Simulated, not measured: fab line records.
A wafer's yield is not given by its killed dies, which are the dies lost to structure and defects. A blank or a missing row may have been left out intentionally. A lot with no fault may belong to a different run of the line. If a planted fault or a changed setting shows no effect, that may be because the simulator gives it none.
Split-lot study + flow n5-finfet + 7 lots, 39 wafers read, on a route of 1938 steps

## SPLIT DETAILS
At N5_FIN_SAQP_ETCH_69 (etches SOC in N2/H2, stops on SiNx, target depth 150 nm), the setting target-depth-a was moved away from the recipe's 1500 angstrom on 12 of the 39 wafers read, by -11.2% to -5.6%. For the rest of the wafers, this setting stayed at what the recipe calls for.

The reading is taken at the split's own step.

## THE READING
etch.depth-nm (the simulator's own value, which no gauge read), in nm, at N5_FIN_SAQP_ETCH_69 (etches SOC in N2/H2, stops on SiNx, target depth 150 nm). The file does not state a usual value for it. Here, 27 wafers ran the recipe; their average is 54.55 nm with a standard deviation of 0.6 nm.

| wafer  | tool, chamber at the split | target-depth-a as run, angstrom | against the recipe | etch.depth-nm, nm | against lot-mates on the recipe |
|--------|----------------------------|---------------------------------|--------------------|-------------------|---------------------------------|
| L080.1 | rie-diel-04, 3             | 1500                            | recipe             | 55                | -                               |
| L080.2 | rie-diel-04, 0             | 1500                            | recipe             | 53.79             | -                               |
| L080.3 | rie-diel-04, 1             | 1500                            | recipe             | 55                | -                               |
| L080.4 | rie-diel-04, 2             | 1370                            | -8.7%              | 51.73             | -2.87                           |
| L080.5 | rie-diel-04, 3             | 1370                            | -8.7%              | 51.84             | -2.76                           |
| L080.6 | rie-diel-04, 0             | 1370                            | -8.7%              | 49.41             | -5.19                           |
| L087.1 | rie-diel-02, 1,3           | 1500                            | recipe             | 55                | -                               |
| L087.2 | rie-diel-02, 1,3           | 1500                            | recipe             | 55                | -                               |
| L087.3 | rie-diel-02, 2             | 1500                            | recipe             | 55                | -                               |
| L087.4 | rie-diel-02, 0             | 1500                            | recipe             | 53.29             | -                               |
| L087.5 | rie-diel-02, 0             | 1500                            | recipe             | 53.66             | -                               |
| L087.6 | rie-diel-02, 3             | 1500                            | recipe             | 55                | -                               |
| L089.1 | rie-diel-05, 2             | 1500                            | recipe             | 53.93             | -                               |
| L089.2 | rie-diel-05, 3             | 1416                            | -5.6%              | 51.72             | -2.68                           |
| L089.3 | rie-diel-05, 1             | 1500                            | recipe             | 54.28             | -                               |
| L089.4 | rie-diel-05, 0             | 1416                            | -5.6%              | 50.52             | -3.88                           |
| L089.5 | rie-diel-05, 0             | 1416                            | -5.6%              | 50.73             | -3.67                           |
| L089.6 | rie-diel-05, 1             | 1500                            | recipe             | 55                | -                               |
| L090.1 | rie-diel-05, 3             | 1500                            | recipe             | 55                | -                               |
| L090.2 | rie-diel-05, 1             | 1500                            | recipe             | 55                | -                               |
| L090.3 | rie-diel-05, 2             | 1500                            | recipe             | 54.29             | -                               |
| L090.4 | rie-diel-05, 0             | 1500                            | recipe             | 54.51             | -                               |
| L090.5 | rie-diel-05, 2             | 1500                            | recipe             | 54.66             | -                               |
| L090.6 | rie-diel-05, 1             | 1500                            | recipe             | 54.77             | -                               |
| L093.1 | rie-diel-02, 2             | 1332                            | -11.2%             | 50.17             | -4.27                           |
| L093.2 | rie-diel-02, 3,1           | 1500                            | recipe             | 55                | -                               |
| L093.3 | rie-diel-02, 3,1           | 1500                            | recipe             | 55                | -                               |
| L093.4 | rie-diel-02, 0             | 1500                            | recipe             | 53.32             | -                               |
| L093.5 | rie-diel-02, 2             | 1332                            | -11.2%             | 50.04             | -4.40                           |
| L093.6 | rie-diel-02, 1             | 1332                            | -11.2%             | 49.32             | -5.12                           |
| L095.1 | rie-diel-02, 1             | 1334                            | -11.1%             | 49.98             | -4.15                           |
| L095.2 | rie-diel-02, 3             | 1334                            | -11.1%             | 49.78             | -4.35                           |
| L095.3 | rie-diel-02, 0             | 1500                            | recipe             | 53.71             | -                               |
| L095.4 | rie-diel-02, 2             | 1500                            | recipe             | 55                | -                               |
| L095.5 | rie-diel-02, 1             | 1334                            | -11.1%             | 49.93             | -4.20                           |
| L095.6 | rie-diel-02, 0             | 1500                            | recipe             | 53.67             | -                               |
| L096.4 | rie-diel-02, 3             | 1500                            | recipe             | 55                | -                               |
| L096.5 | rie-diel-02, 3             | 1500                            | recipe             | 55                | -                               |
| L096.6 | rie-diel-02, 2             | 1500                            | recipe             | 55                | -                               |
The file does not say which wafer passed through which chamber wherever a row lists several chambers: such a row stands for several wafers.

FIT RESULTS
A straight line over all 39 wafers: etch.depth-nm changes by +0.432 nm for each +1% of target-depth-a; r = +0.94; the points scatter about the line by 0.71 nm.
The same after taking each lot's own level away (the mean of its wafers on the recipe; 39 wafers): +0.414 nm for each +1%; r = +0.94; scatter 0.68 nm.
According to that fit, moving target-depth-a by its largest amount changes the reading by 4.6 nm.
From 54.127 to 55.000 nm: that is the span of the lots' own levels, equal to 1.5 times the standard deviation above.
The two slopes are in agreement: the lot-to-lot level therefore moves the slope only a little.
Check: -4.75 nm against its lot-mates is what the line predicts for one of the wafers moved furthest among these (-11.2%) when that wafer is left out of the fit. It came out at -4.27 nm against them.

## FURTHER SPLITS ON THESE WAFERS
Note: prior to the reading, these wafers also went through further splits. Each is held against what the fit with the lots' levels taken away leaves over:
| other split on the same wafers    | wafers away from the commonest value | r with etch.depth-nm (lot level and that fit taken away) |
|-----------------------------------|--------------------------------------|----------------------------------------------------------|
| N5_WELL_APT_IMPLANT_31 energy-kev | 12                                   | +0.11                                                    |
| N5_FIN_SAQP_EXPOSE_13 dose-mj     | 12                                   | +0.14                                                    |

## THE WHOLE CHAIN: every reading that the file lists as answering this split, in the file's order
| step                | what it does                                            | reading                                                                         | change (the file's fit)               | r (the file's) |
|---------------------|---------------------------------------------------------|---------------------------------------------------------------------------------|---------------------------------------|----------------|
| N5_FIN_SAQP_ETCH_69 | etches SOC in N2/H2, stops on SiNx, target depth 150 nm | SOC_of_FIN_SAQP_COAT_68.thk-nm (the simulator's own value, which no gauge read) | -0.824 nm for each +1% of the setting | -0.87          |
| N5_FIN_SAQP_ETCH_69 | etches SOC in N2/H2, stops on SiNx, target depth 150 nm | etch.depth-nm (the simulator's own value, which no gauge read)                  | +0.42 nm for each +1% of the setting  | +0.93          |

## FILE'S OWN FIT
etch.depth-nm changes by +0.42 nm for each +1% of target-depth-a, r = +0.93.
